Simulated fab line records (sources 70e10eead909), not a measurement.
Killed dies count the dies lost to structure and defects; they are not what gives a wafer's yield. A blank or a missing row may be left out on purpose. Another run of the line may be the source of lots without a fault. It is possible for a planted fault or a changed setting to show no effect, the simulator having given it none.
Chamber matching || flow nandHarc || cmp-02 running NHARC_P_M1_CMP_23: 4 sister chambers
The step polishes, t overpolish 20 s, target thk 157.82 nm. 8 wafers are shown with their chamber, then 9 later ones without.

## WAFERS, EACH WITH ITS CHAMBER
{"wafer": "L081.1", "chamber": 3, "motorCurrentA (A)": 11.9, "timeToEndpointS (s)": 24.3}
{"wafer": "L081.6", "chamber": 3, "motorCurrentA (A)": 12.0, "timeToEndpointS (s)": 26.5}
{"wafer": "L083.6", "chamber": 0, "motorCurrentA (A)": 11.5, "timeToEndpointS (s)": 25.0}
{"wafer": "L089.5", "chamber": 1, "motorCurrentA (A)": 12.8, "timeToEndpointS (s)": 29.6}
{"wafer": "L089.6", "chamber": 2, "motorCurrentA (A)": 13.0, "timeToEndpointS (s)": 29.6}
{"wafer": "L090.1", "chamber": 1, "motorCurrentA (A)": 12.0, "timeToEndpointS (s)": 32.9}
{"wafer": "L090.3", "chamber": 0, "motorCurrentA (A)": 12.7, "timeToEndpointS (s)": 30.2}
{"wafer": "L090.5", "chamber": 2, "motorCurrentA (A)": 12.6, "timeToEndpointS (s)": 28.8}

## WAFERS WHOSE CHAMBER IS MISSING
{"wafer": "L091.1", "motorCurrentA (A)": 12.2, "timeToEndpointS (s)": 27.7}
{"wafer": "L091.2", "motorCurrentA (A)": 12.0, "timeToEndpointS (s)": 29.5}
{"wafer": "L091.5", "motorCurrentA (A)": 12.0, "timeToEndpointS (s)": 34.4}
{"wafer": "L093.1", "motorCurrentA (A)": 11.9, "timeToEndpointS (s)": 25.9}
{"wafer": "L093.5", "motorCurrentA (A)": 11.6, "timeToEndpointS (s)": 29.2}
{"wafer": "L093.6", "motorCurrentA (A)": 12.4, "timeToEndpointS (s)": 27.5}
{"wafer": "L094.1", "motorCurrentA (A)": 13.5, "timeToEndpointS (s)": 25.9}
{"wafer": "L094.4", "motorCurrentA (A)": 11.9, "timeToEndpointS (s)": 24.1}
{"wafer": "L094.6", "motorCurrentA (A)": 12.1, "timeToEndpointS (s)": 26.3}

## WHICH CHAMBER EACH ONE RAN IN
{"wafer": "L091.1", "from the rows above": "can't be placed: 0 or 3 or 2 or 1", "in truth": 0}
{"wafer": "L091.2", "from the rows above": "can't be placed: 0 or 1 or 2 or 3", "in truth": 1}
{"wafer": "L091.5", "from the rows above": "can't be placed: 1 or 2 or 0", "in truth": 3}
{"wafer": "L093.1", "from the rows above": "can't be placed: 3 or 0 or 2", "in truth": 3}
{"wafer": "L093.5", "from the rows above": "can't be placed: 0 or 1 or 3 or 2", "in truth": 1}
{"wafer": "L093.6", "from the rows above": "can't be placed: 0 or 2 or 3 or 1", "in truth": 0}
{"wafer": "L094.1", "from the rows above": "can't be placed: 2 or 0 or 3 or 1", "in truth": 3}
{"wafer": "L094.4", "from the rows above": "can't be placed: 3 or 0", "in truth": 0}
{"wafer": "L094.6", "from the rows above": "can't be placed: 3 or 0 or 2 or 1", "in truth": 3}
0 of 9 placed correctly. From these rows, 9 cannot be placed; in 8 the true chamber is one of the candidates. Number placed wrongly: 0.
How it was worked out, from the rows above alone: a wafer's distance from a chamber is the root of the sum, over the readings, of the square of ((its reading less the chamber's mean) divided by the reading's scatter). If the next closest chamber is less than 2 further off than the closest, the wafer can't be placed; otherwise it belongs to the closest. For every chamber, the mean is computed from those of its wafers that are shown. The scatter is the square root of a quotient: the sum, over the shown wafers, of each reading's squared deviation from its chamber's mean, divided by wafers minus chambers.
